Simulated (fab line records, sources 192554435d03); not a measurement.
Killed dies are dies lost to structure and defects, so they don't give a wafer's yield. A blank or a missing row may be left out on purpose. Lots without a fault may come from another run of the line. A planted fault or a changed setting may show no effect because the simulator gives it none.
fab line records | flow n5_finfet
record lots=7 wafers=21
route steps=1938 shown BEOL_M6@1218 BEOL_M8@1370 BEOL_M9@1446 BEOL_M10@1513 BEOL_M11@1573
start_h: hours from the record's first day to the start of the lot's first wafer shown | wait_h: hours since the lot's step before | " the same as in the row above | L1.1+2: a row that stands for several wafers | - no value, or no start given | * or withheld: withheld | < > ~ a bound
route shown NAME@n: a module of which the file shows steps, and the number in the route of the first | usual: mean/standard deviation of fault-free wafers | same: alike in all rows | chamber/n: place in a boat | sites: the reading at each site | _std_site: their standard deviation | _edge_site: outer sites' mean less inner sites' | radius_mm: how far each site lies from the wafer's centre | mask NAME#n: copy n | behind: the tool/chamber that last shaped the wafer | hold: why the lot was held/for how many hours/how that ended | device: the transistor (n, p or np) that didn't switch | end of line: the same wafers' tests at the end of the route | a step without rows: its recipe alone | killed: dies lost to structure and defects at the first sort, not the wafer's yield | map: a wafer's dies, x killed, . not, _ none there
set.NAME: the setting as run; set.NAME@STEP: as run at that earlier step | model.NAME: the simulator's own value behind a step, which no gauge read
lots whose settings were changed on purpose; a table a step, a row a wafer
## steps
# step N5_BEOL_M6_COAT_63
# recipe resist=SOC temp_c=250 time_s=60 spin_rpm=1500 resist_thk_nm=60
# columns lot.wafer tool chamber start_h wait_h set.spin_rpm model.SOC_of_BEOL_M6_COAT_63.thk_nm
L078.1+5 litho_track-04 0 200.36 0.6 1500 60.2
L078.4 " 0 " " 1363 63
L079.1+2 litho_track-05 0 202.34 0.0 1592 58.4
L079.6 " 0 " " 1500 60.2
L080.1 litho_track-04 0 217.09 0.0 1500 60.2
L080.2+3 " 0 " " 1500 60
L082.2+4+6 litho_track-05 0 224.61 0.0 1665 57
L083.1+6 litho_track-05 0 241.70 1.5 1500 60.2
L083.5 " 0 " " 1592 58.6
L085.4 litho_track-05 0 245.19 1.4 1569 58.8
L085.5 " 0 " " 1500 60.4
L085.6 " 0 " " 1569 59
L097.2+3 litho_track-04 0 318.74 0.7 1500 60.2
L097.5 " 0 " " 1500 60.4
# step N5_BEOL_M6_COAT_22
# recipe resist=CAR-EUV spin_rpm=1500 resist_thk_nm=30
# columns lot.wafer tool chamber start_h wait_h set.spin_rpm model.CAR-EUV_of_BEOL_M6_COAT_22.thk_nm
L078.1+4+5 litho_track-04 0 - - 1500 30
L079.1+6 litho_track-05 0 - - 1500 30
L079.2 " 0 " " 1500 30.2
L080.1+2+3 litho_track-04 0 - - 1500 30.2
L082.2+4+6 litho_track-05 0 - - 1500 30
L083.1 litho_track-05 0 - - 1638 28.6
L083.5 " 0 " " 1500 30
L083.6 " 0 " " 1638 28.8
L085.4 litho_track-05 0 - - 1500 30.2
L085.5 " 0 " " 1361 31.6
L085.6 " 0 " " 1500 30
L097.2 litho_track-04 0 - - 1500 30.2
L097.3+5 " 0 " " 1652 28.8
# step N5_BEOL_M6_EBR_24
# recipe solvent=PGMEA ebr_width_mm=1.5
# step N5_BEOL_M6_SOFTBAKE_23
# recipe temp_c=110 time_s=60 resist=CAR-EUV
# step N5_BEOL_M6_EXPOSE_25
# recipe mask_id=V5 na=0.33 source_shape=annular sigma_inner=0.4 sigma_outer=0.8 polarization=unpolarized target_cd_nm=40 dose_mj=45
# step N5_BEOL_M6_PEB_26
# recipe peb_temp_c=100 peb_time_s=60 resist=CAR-EUV
# step N5_BEOL_M6_DEVELOP_27
# recipe develop_time_s=30 developer=TMAH resist=CAR-EUV rinse_liquid=surfactant_rinse dry=air_spin dev_temp_c=23
# columns lot.wafer tool chamber start_h wait_h set.spin_rpm@BEOL_M6_COAT_22 model.CAR-EUV_of_BEOL_M6_COAT_22.thk_nm
L078.1+4 litho_track-01 0 - - 1500 29.4
L078.5 " 0 " " 1500 29.6
L079.1+2+6 litho_track-05 0 - - 1500 29.6
L080.1+2 litho_track-04 0 - - 1500 29.8
L080.3 " 0 " " 1500 29.6
L082.2+4+6 litho_track-01 0 - - 1500 29.6
L083.1 litho_track-01 0 - - 1638 28.2
L083.5 " 0 " " 1500 29.6
L083.6 " 0 " " 1638 28.4
L085.4+6 litho_track-05 0 - - 1500 29.6
L085.5 " 0 " " 1361 31
L097.2 litho_track-01 0 - - 1500 29.6
L097.3+5 " 0 " " 1652 28.2
# step N5_BEOL_M6_ETCH_72
# recipe chemistry=N2/H2 target=underlayer target_depth_a=65 mask_material=CAR-EUV time_s=5.2 ion_energy_ev=200 pressure_mtorr=30 source_w=840 bias_w=150 n2_flow_sccm=200 h2_flow_sccm=200 ends=cleared
# step N5_BEOL_M6_ETCH_65
# recipe chemistry=CF4 target=SiARC target_depth_a=156 mask_material=CAR-EUV time_s=26 ion_energy_ev=80 pressure_mtorr=40 source_w=545 bias_w=36 Ar_flow_sccm=100 cf4_flow_sccm=100 ends=cleared
# step N5_BEOL_M6_ETCH_66
# recipe chemistry=N2/H2 target=SOC target_depth_a=800 overetch_a=160 mask_material=SiARC temp_c=40 time_s=120 ion_energy_ev=200 pressure_mtorr=30 source_w=840 bias_w=150 n2_flow_sccm=200 h2_flow_sccm=200
# columns lot.wafer tool chamber start_h wait_h set.spin_rpm@BEOL_M6_COAT_63 model.etch.depth_nm
L078.1 rie_diel-01 3 201.22 0.0 1500 60.11
L078.4 " 1 " " 1363 63.09
L078.5 " 0 " " 1500 60.2
L079.1 rie_diel-06 1 202.93 0.0 1592 58.39
L079.2 " 2 " " 1592 58.46
L079.6 " 2 " " 1500 60.29
L080.1 rie_diel-01 1 217.63 0.0 1500 60.18
L080.2 " 0 " " 1500 60.01
L080.3 " 2 " " 1500 60.02
L082.2 rie_diel-06 3 225.53 0.0 1665 56.97
L082.4 " 2 " " 1665 57.06
L082.6 " 1 " " 1665 57.04
L083.1 rie_diel-01 1 242.18 0.0 1500 60.22
L083.5 " 1 " " 1592 58.51
L083.6 " 0 " " 1500 60.25
L085.4 rie_diel-03 2 245.66 0.0 1569 58.8
L085.5 " 0 " " 1500 60.31
L085.6 " 3 " " 1569 58.92
L097.2 rie_diel-06 0 319.21 0.0 1500 60.15
L097.3 " 1 " " 1500 60.25
L097.5 " 1 " " 1500 60.31
# step N5_BEOL_M6_VIA_ETCH_34
# recipe chemistry=C4F6/O2 target=SiCOH_lowk target_depth_a=1263 mask_material=SOC taper_deg=4 time_s=50.9 ion_energy_ev=250 pressure_mtorr=30 source_w=345 bias_w=185 Ar_flow_sccm=300 C4F6_flow_sccm=10 O2_flow_sccm=10
# columns lot.wafer tool chamber start_h wait_h set.time_s set.spin_rpm@BEOL_M6_COAT_63 model.SOC_of_BEOL_M6_COAT_63.thk_nm model.etch.depth_nm
L078.1 rie_diel-01 3 201.32 0.0 50.9 1500 53.8 127.9
L078.4 " 1 " " 55.37 1363 56.4 136.4
L078.5 " 0 " " 55.37 1500 53.6 134.6
L079.1 rie_diel-06 1 203.04 0.0 50.9 1592 52.2 125.7
L079.2 " 2 " " 50.9 1592 52.2 130.5
L079.6 " 2 " " 50.9 1500 54 129.2
L080.1 rie_diel-01 1 217.73 0.0 50.9 1500 54 127.9
L080.2 " 0 " " 50.9 1500 53.8 124.9
L080.3 " 2 " " 50.9 1500 54 125
L082.2 rie_diel-06 3 225.63 0.0 50.9 1665 51 124.3
L082.4 " 2 " " 50.9 1665 50.8 128.5
L082.6 " 1 " " 50.9 1665 50.8 127.7
L083.1 rie_diel-01 1 242.28 0.0 41.15 1500 55.2 103
L083.5 " 1 " " 50.9 1592 52.4 126.7
L083.6 " 0 " " 50.9 1500 54.2 124.3
L085.4 rie_diel-03 2 245.76 0.0 50.9 1569 52.8 124.5
L085.5 " 0 " " 60.49 1500 53 152.4
L085.6 " 3 " " 50.9 1569 52.8 126.1
L097.2 rie_diel-06 0 319.31 0.0 50.9 1500 54.2 124.7
L097.3 " 1 " " 47.05 1500 54.6 115.6
L097.5 " 1 " " 50.9 1500 54.2 124.9
# step N5_BEOL_M6_TRENCH_ETCH_37
# recipe chemistry=C4F6/O2 target_depth_a=944.35 target=SiCOH_lowk time_s=31.5 ion_energy_ev=250 pressure_mtorr=30 source_w=345 bias_w=185 Ar_flow_sccm=300 C4F6_flow_sccm=10 O2_flow_sccm=10
# usual rf_vpp_V=667/9.2
# columns lot.wafer tool chamber start_h wait_h set.source_w rf_vpp_V
L078.1 rie_diel-01 3 - - 345 676
L078.4 " 1 " " 401.7 602
L078.5 " 0 " " 401.7 617
L079.1 rie_diel-06 1 - - 379.5 645
L079.2 " 2 " " 345 673
L079.6 " 2 " " 379.5 640
L080.1 rie_diel-01 1 - - 345 650
L080.2 " 0 " " 345 667
L080.3 " 2 " " 345 657
L082.2 rie_diel-06 3 - - 391.5 633
L082.4 " 2 " " 345 672
L082.6 " 1 " " 391.5 635
L083.1 rie_diel-01 1 - - 369.2 630
L083.5 " 1 " " 369.2 629
L083.6 " 0 " " 345 668
L085.4 rie_diel-03 2 - - 401.1 620
L085.5 " 0 " " 401.1 622
L085.6 " 3 " " 345 672
L097.2 rie_diel-06 0 - - 345 651
L097.3 " 1 " " 393.4 632
L097.5 " 1 " " 393.4 633
# step N5_BEOL_M8_ETCH_65
# recipe chemistry=CF4 target=SiARC target_depth_a=156 mask_material=CAR-EUV time_s=26 ion_energy_ev=80 pressure_mtorr=40 source_w=545 bias_w=36 Ar_flow_sccm=100 cf4_flow_sccm=100 ends=cleared
# usual etch_rf_on_time_s=26.0/0.62 rf_vpp_V=184.0/1.3
# columns lot.wafer tool chamber start_h wait_h set.source_w etch_rf_on_time_s rf_vpp_V
L079.1 rie_diel-03 2 217.07 0.0 545 26.3 182.2
L079.2 " 0 " " 545 25.2 183.9
L079.6 " 0 " " 545 25.4 183.8
L078.1 rie_diel-06 1 217.18 0.0 465.8 30.1 194.6
L078.4 " 0 " " 545 25.7 185.7
L078.5 " 0 " " 545 25.7 184.0
L080.1 rie_diel-03 1 232.41 0.0 545 26.6 184.8
L080.2 " 0 " " 545 25.4 184.9
L080.3 " 2 " " 545 26.4 183.0
L082.2 rie_diel-03 1 239.44 0.0 545 27.0 184.4
L082.4 " 3 " " 545 26.4 185.2
L082.6 " 1 " " 545 26.5 183.2
L083.1 rie_diel-06 3 255.47 0.0 479.7 30.1 191.7
L083.5 " 2 " " 545 25.5 182.7
L083.6 " 0 " " 479.7 29.3 193.0
L085.4 rie_diel-01 2 262.75 0.0 629.8 23.5 176.4
L085.5 " 0 " " 545 26.0 182.9
L085.6 " 1 " " 629.8 22.8 174.8
L097.2 rie_diel-01 3 337.71 0.0 480.1 28.8 194.5
L097.3 " 1 " " 480.1 29.1 191.4
L097.5 " 3 " " 545 25.7 186.1
# step N5_BEOL_M9_TRENCH_ETCH_37
# recipe chemistry=C4F6/O2 target_depth_a=1514.3 target=SiCOH_lowk time_s=49 ion_energy_ev=250 pressure_mtorr=30 source_w=345 bias_w=185 Ar_flow_sccm=300 C4F6_flow_sccm=10 O2_flow_sccm=10
# usual rf_vpp_V=664/9
# columns lot.wafer tool chamber start_h wait_h set.source_w rf_vpp_V
L079.1 rie_diel-05 2 - - 299.9 698
L079.2 " 1 " " 299.9 693
L079.6 " 0 " " 299.9 718
L078.1 rie_diel-05 0 - - 362.9 650
L078.4 " 2 " " 362.9 633
L078.5 " 3 " " 345 658
L080.1 rie_diel-02 0 - - 345 673
L080.2 " 3 " " 345 659
L080.3 " 2 " " 345 666
L082.2 rie_diel-04 0 - - 289.3 735
L082.4 " 2 " " 289.3 724
L082.6 " 3 " " 289.3 737
L083.1 rie_diel-02 3 - - 345 657
L083.5 " 3 " " 345 658
L083.6 " 2 " " 363.8 647
L085.4 rie_diel-04 0 - - 395.4 625
L085.5 " 1 " " 345 677
L085.6 " 0 " " 395.4 625
L097.2 rie_diel-05 3 - - 345 659
L097.3 " 0 " " 406.7 614
L097.5 " 1 " " 406.7 592
# step N5_BEOL_M10_ETCH_41
# recipe chemistry=CH3F/O2 target=SiCN target_depth_a=426 taper_deg=2 time_s=86 ion_energy_ev=120 mask_material=TiN pressure_mtorr=30 source_w=395 bias_w=75 Ar_flow_sccm=150 CH3F_flow_sccm=30 O2_flow_sccm=20
# usual rf_vpp_V=297.2/1.6
# columns lot.wafer tool chamber start_h wait_h set.source_w rf_vpp_V
L079.1 rie_diel-01 2 - - 395 299.3
L079.2 " 0 " " 395 297.1
L079.6 " 3 " " 453.6 285.7
L078.1 rie_diel-06 0 - - 436.5 288.3
L078.4 " 1 " " 436.5 288.0
L078.5 " 0 " " 395 299.2
L080.1 rie_diel-06 1 - - 395 297.7
L080.2 " 3 " " 395 295.6
L080.3 " 0 " " 395 298.1
L082.2 rie_diel-03 2 - - 395 296.0
L082.4 " 0 " " 395 297.6
L082.6 " 2 " " 395 294.9
L083.1 rie_diel-01 3 - - 344.3 314.1
L083.5 " 1 " " 344.3 310.2
L083.6 " 0 " " 395 295.7
L085.4 rie_diel-06 3 - - 422.5 288.2
L085.5 " 2 " " 395 296.8
L085.6 " 3 " " 422.5 289.9
L097.2 rie_diel-06 1 - - 395 296.7
L097.3 " 3 " " 464.6 281.7
L097.5 " 3 " " 395 296.4
# step N5_BEOL_M11_ETCH_66
# recipe chemistry=N2/H2 target=SOC target_depth_a=1200 overetch_a=240 mask_material=SiARC temp_c=40 time_s=180 ion_energy_ev=200 pressure_mtorr=30 source_w=840 bias_w=150 n2_flow_sccm=200 h2_flow_sccm=200
# columns lot.wafer tool chamber start_h wait_h set.time_s model.SiARC_of_BEOL_M11_COAT_64.thk_nm
L079.1 rie_diel-02 1 239.51 0.0 180 22.8
L079.2 " 3 " " 180 23.2
L079.6 " 3 " " 140.6 24.8
L078.1 rie_diel-05 2 241.96 0.0 199.6 22.4
L078.4 " 1 " " 180 23.4
L078.5 " 1 " " 199.6 22.6
L080.1+2 rie_diel-02 1,2 265.89 0.0 180 22.6
L080.3 " 0 " " 180 22.8
L082.2 rie_diel-02 1 266.95 0.0 213.9 21.4
L082.4 " 0 " " 213.9 21.6
L082.6 " 0 " " 180 22.8
L083.1+5+6 rie_diel-02 2,1,2 286.17 0.1 180 22.8
L085.4 rie_diel-04 1 288.80 0.0 180 23
L085.5 " 0 " " 180 22.8
L085.6 " 3 " " 180 22.4
L097.2 rie_diel-05 2 362.42 0.0 217.1 21.6
L097.3 " 3 " " 180 22.8
L097.5 " 3 " " 217.1 21.4
# step N5_BEOL_M11_TRENCH_ETCH_37
# recipe chemistry=C4F6/O2 target_depth_a=1488.3 target=SiCOH_lowk time_s=48 ion_energy_ev=250 pressure_mtorr=30 source_w=345 bias_w=185 Ar_flow_sccm=300 C4F6_flow_sccm=10 O2_flow_sccm=10
# columns lot.wafer tool chamber start_h wait_h set.time_s model.etch.depth_nm model.BEOL_M11.feature_depth_nm model.TiN_of_BEOL_M11_HM_DEP_02.thk_nm
L079.1 rie_diel-02 1 - - 48 148.7 148.6 15.8
L079.2 " 3 " " 44.5 134.9 135 16.2
L079.6 " 3 " " 48 146.2 146.2 15.8
L078.1 rie_diel-05 2 - - 48 142.2 142.2 16.4
L078.4 " 1 " " 53.27 157.2 157.2 16.2
L078.5 " 1 " " 48 142.6 142.6 16.2
L080.1 rie_diel-02 1 - - 48 149.7 149.8 15.6
L080.2 " 2 " " 48 146 146 15.8
L080.3 " 0 " " 48 147.3 147.4 15.8
L082.2 rie_diel-02 1 - - 48 149.8 149.8 15.8
L082.4 " 0 " " 57.03 174.8 174.8 15.2
L082.6 " 0 " " 48 147.4 147.4 16
L083.1 rie_diel-02 2 - - 48 147.7 147.6 15.8
L083.5 " 1 " " 44.05 136.8 136.8 16
L083.6 " 2 " " 44.05 134.2 134.2 16.2
L085.4 rie_diel-04 1 - - 48 147.7 147.8 16
L085.5 " 0 " " 48 147.3 147.4 16
L085.6 " 3 " " 48 154.1 154 15.8
L097.2 rie_diel-05 2 - - 48 143.4 143.4 16
L097.3 " 3 " " 37.55 115.5 115.6 16.8
L097.5 " 3 " " 37.55 115.8 115.8 17
# step N5_BEOL_M11_ETCH_41
# recipe chemistry=CH3F/O2 target=SiCN target_depth_a=426 taper_deg=2 time_s=86 ion_energy_ev=120 mask_material=TiN pressure_mtorr=30 source_w=395 bias_w=75 Ar_flow_sccm=150 CH3F_flow_sccm=30 O2_flow_sccm=20
# step N5_BEOL_M11_STRIP_77
# recipe chemistry=N2/H2 time_s=10 power_w=450 temp_c=40 pressure_mtorr=20 rf_frequency_hz=6e+07 bias_power_w=7 n2_flow_sccm=200 h2_flow_sccm=200
# step N5_BEOL_M11_OCD_MEAS_38
# usual trench_depth_nm=147.7/2.6
# columns lot.wafer tool chamber start_h wait_h set.time_s@BEOL_M11_TRENCH_ETCH_37 trench_depth_nm
L079.1 ocd-02 - 239.91 - 48 148.9
L079.2 " - " " 44.5 135.3
L079.6 " - " " 48 146.1
L078.1 ocd-02 - 242.37 - 48 142.3
L078.4 " - " " 53.27 157.4
L078.5 " - " " 48 142.8
L080.1 ocd-02 - 266.29 - 48 149.7
L080.2 " - " " 48 145.5
L080.3 " - " " 48 147.2
L082.2 ocd-01 - 267.36 - 48 149.5
L082.4 " - " " 57.03 174.6
L082.6 " - " " 48 147.6
L083.1 ocd-01 - 286.77 - 48 147.4
L083.5 " - " " 44.05 136.8
L083.6 " - " " 44.05 134.0
L085.4 ocd-02 - 289.21 - 48 147.9
L085.5 " - " " 48 146.9
L085.6 " - " " 48 154.3
L097.2 ocd-02 - 362.83 - 48 143.5
L097.3 " - " " 37.55 115.5
L097.5 " - " " 37.55 116.1
# step N5_BEOL_M11_HM_STRIP_39
# recipe chemistry=peroxide_tin_strip material=TiN target_depth_a=250 temp_c=50 time_s=158
# step N5_BEOL_M11_SRD_40
# recipe time_s=30 temp_c=23 rinse_liquid=diw dry=ipa_marangoni
# step N5_BEOL_M11_ECD_50
# recipe material=Cu target_thk_a=3180
# step N5_BEOL_M11_ANNEAL_51
# recipe temp_c=225 time_s=90 ambient=N2
# step N5_BEOL_M11_CMP_52
# recipe stop_on=SiCOH_lowk t_overpolish_s=7 down_force_psi=1 platen_rpm=50 clearing_platen_down_force_psi=1.5 clearing_platen_rpm=50 post_cmp_clean=cu_alkaline target_thk_nm=140 clearing_platen_pad_velocity_m_s=0.99484 pad_velocity_m_s=0.99484
# columns lot.wafer tool chamber start_h wait_h set.time_s@BEOL_M11_TRENCH_ETCH_37 model.Cu_of_BEOL_M11_ECD_50.thk_nm
L079.1 cmp-01 2 243.72 0.3 48 139.4
L079.2 " 0 " " 44.5 125.8
L079.6 " 1 " " 48 136.8
L078.1 cmp-01 3 244.42 0.3 48 132.4
L078.4 " 0 " " 53.27 147.2
L078.5 " 3 " " 48 133.6
L080.1 cmp-03 2 268.10 0.3 48 140.2
L080.2 " 3 " " 48 135.6
L080.3 " 0 " " 48 140.6
L082.4 cmp-03 0 270.17 0.2 57.03 167
L082.2 " 1 " " 48 141
L082.6 " 3 " " 48 138.2
L083.1 cmp-02 2 289.39 0.4 48 138.6
L083.6 " 3 " " 44.05 126.4
L083.5 " 0 " " 44.05 128.2
L085.4 cmp-02 3 291.36 0.2 48 138.8
L085.5 " 1 " " 48 138.6
L085.6 " 2 " " 48 145
L097.2 cmp-03 0 365.17 0.5 48 135.2
L097.3 " 3 " " 37.55 104.6
L097.5 " 0 " " 37.55 107.6
# step N5_BEOL_M11_THK_MEAS_53
# recipe thk_meas_gauge=xrf reads=Cu_of_BEOL_M11_ECD_50
# usual M11_THK=140.7/2.9
# columns lot.wafer tool chamber start_h wait_h set.time_s@BEOL_M11_TRENCH_ETCH_37 M11_THK[nm]
L079.1 film_metro-02 - 243.97 - 48 142.0
L079.2 " - " " 44.5 128.2
L079.6 " - " " 48 138.7
L078.1 film_metro-01 - 244.68 - 48 135.4
L078.4 " - " " 53.27 150.5
L078.5 " - " " 48 136.3
L080.1 film_metro-02 - 268.39 - 48 143.0
L080.2 " - " " 48 138.1
L080.3 " - " " 48 143.4
L082.2 film_metro-02 - 270.39 - 48 142.6
L082.4 " - " " 57.03 168.7
L082.6 " - " " 48 140.1
L083.1 film_metro-02 - 289.58 - 48 141.2
L083.5 " - " " 44.05 130.1
L083.6 " - " " 44.05 128.3
L085.4 film_metro-02 - 291.58 - 48 142.0
L085.5 " - " " 48 142.1
L085.6 " - " " 48 148.1
L097.2 film_metro-01 - 365.46 - 48 137.6
L097.3 " - " " 37.55 106.3
L097.5 " - " " 37.55 109.0
## key
split step=N5_BEOL_M6_COAT_63 setting=spin_rpm stated=1500 by=wafer
response step=N5_BEOL_M6_COAT_63 reading=model.SOC_of_BEOL_M6_COAT_63.thk_nm change=-0.297 per=1% r=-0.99
response step=N5_BEOL_M6_ETCH_66 reading=model.etch.depth_nm change=-0.309 per=1% r=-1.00
response step=N5_BEOL_M6_VIA_ETCH_34 reading=model.SOC_of_BEOL_M6_COAT_63.thk_nm change=-0.282 per=1% r=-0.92
split step=N5_BEOL_M6_COAT_22 setting=spin_rpm stated=1500 by=wafer
response step=N5_BEOL_M6_COAT_22 reading=model.CAR-EUV_of_BEOL_M6_COAT_22.thk_nm change=-0.147 per=1% r=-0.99
response step=N5_BEOL_M6_DEVELOP_27 reading=model.CAR-EUV_of_BEOL_M6_COAT_22.thk_nm change=-0.143 per=1% r=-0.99
split step=N5_BEOL_M6_VIA_ETCH_34 setting=time_s stated=50.9 by=wafer
response step=N5_BEOL_M6_VIA_ETCH_34 reading=model.etch.depth_nm change=+1.26 per=1% r=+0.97
response step=N5_BEOL_M6_VIA_ETCH_34 reading=model.SOC_of_BEOL_M6_COAT_63.thk_nm slope=-0.0533 per=1% together_with=spin_rpm@BEOL_M6_COAT_63 explained=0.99
split step=N5_BEOL_M6_TRENCH_ETCH_37 setting=source_w stated=345 by=wafer
response step=N5_BEOL_M6_TRENCH_ETCH_37 reading=rf_vpp_V change=-3.09 per=1% r=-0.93
split step=N5_BEOL_M8_ETCH_65 setting=source_w stated=545 by=wafer
response step=N5_BEOL_M8_ETCH_65 reading=etch_rf_on_time_s change=* per=1% r=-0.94
response step=N5_BEOL_M8_ETCH_65 reading=rf_vpp_V change=-0.615 per=1% r=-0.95
split step=N5_BEOL_M9_TRENCH_ETCH_37 setting=source_w stated=345 by=wafer
response step=N5_BEOL_M9_TRENCH_ETCH_37 reading=rf_vpp_V change=-3.21 per=1% r=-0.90
split step=N5_BEOL_M10_ETCH_41 setting=source_w stated=395 by=wafer
response step=N5_BEOL_M10_ETCH_41 reading=rf_vpp_V change=-0.971 per=1% r=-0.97
split step=N5_BEOL_M11_ETCH_66 setting=time_s stated=180 by=wafer
response step=N5_BEOL_M11_ETCH_66 reading=model.SiARC_of_BEOL_M11_COAT_64.thk_nm change=-0.073 per=1% r=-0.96
split step=N5_BEOL_M11_TRENCH_ETCH_37 setting=time_s stated=48 by=wafer
response step=N5_BEOL_M11_TRENCH_ETCH_37 reading=model.etch.depth_nm change=+1.36 per=1% r=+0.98
response step=N5_BEOL_M11_TRENCH_ETCH_37 reading=model.BEOL_M11.feature_depth_nm change=+1.35 per=1% r=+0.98
response step=N5_BEOL_M11_TRENCH_ETCH_37 reading=model.TiN_of_BEOL_M11_HM_DEP_02.thk_nm change=-0.0367 per=1% r=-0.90
response step=N5_BEOL_M11_OCD_MEAS_38 reading=trench_depth_nm change=+1.35 per=1% r=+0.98
response step=N5_BEOL_M11_CMP_52 reading=model.Cu_of_BEOL_M11_ECD_50.thk_nm change=+1.39 per=1% r=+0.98
response step=N5_BEOL_M11_THK_MEAS_53 reading=M11_THK change=+1.42 per=1% r=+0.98
